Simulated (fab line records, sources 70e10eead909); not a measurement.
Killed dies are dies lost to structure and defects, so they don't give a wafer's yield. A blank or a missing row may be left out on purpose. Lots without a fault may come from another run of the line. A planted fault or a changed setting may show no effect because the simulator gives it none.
Chamber matching | flow nand_harc | NHARC_A_CHANNEL_FILL_D2_ETCHBACK_19 on rie_si-06: 4 sister chambers
The step etches the open film in HBr/Cl2, target depth 5 nm, time 1.7 s. 7 wafers are shown with their chamber, then 9 later ones without.

WAFERS WITH THEIR CHAMBER
wafer  | chamber | oes_product_au (a.u.) | rf_fwd_power_W (W)
L074.2 | 0       | 1.000                 | 391.3
L079.4 | 3       | 0.997                 | 390.2
L082.3 | 3       | 0.994                 | 390.0
L084.6 | 2       | 1.005                 | 388.9
L087.4 | 1       | 1.007                 | 391.1
L087.5 | 2       | 1.007                 | 390.5
L087.6 | 1       | 1.014                 | 391.8

WAFERS WITHOUT THEIR CHAMBER
wafer  | oes_product_au (a.u.) | rf_fwd_power_W (W)
L089.1 | 0.989                 | 391.7
L089.2 | 0.997                 | 389.2
L089.3 | 1.006                 | 389.0
L092.1 | 0.987                 | 391.5
L092.5 | 0.986                 | 389.2
L092.6 | 0.985                 | 393.1
L095.1 | 1.007                 | 390.1
L095.2 | 0.999                 | 388.4
L095.5 | 1.001                 | 391.7

WHICH CHAMBER EACH WENT THROUGH
wafer  | from the rows above          | in truth
L089.1 | can't be placed: 3 or 0      | 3
L089.2 | can't be placed: 3 or 2 or 0 | 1
L089.3 | 2                            | 2
L092.1 | can't be placed: 3 or 0      | 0
L092.5 | 3                            | 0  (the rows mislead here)
L092.6 | can't be placed: 0 or 3      | 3
L095.1 | can't be placed: 2 or 1      | 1
L095.2 | can't be placed: 3 or 2 or 0 | 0
L095.5 | 0                            | 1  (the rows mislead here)
Placed correctly: 1 of 9. Can't be placed from these rows: 6 (the true chamber is among the candidates in 5). Placed wrongly: 2.
How it was worked out, from the rows above alone: a wafer's distance from a chamber is the root of the sum, over the readings, of the square of ((its reading less the chamber's mean) divided by the reading's scatter). The wafer belongs to the nearest chamber; if the next one is less than 2 further off, it can't be placed. A chamber's mean is the mean of its shown wafers. The scatter: the root of (the sum of the squares of (reading less its chamber's mean) over the shown wafers, divided by (wafers less chambers)).
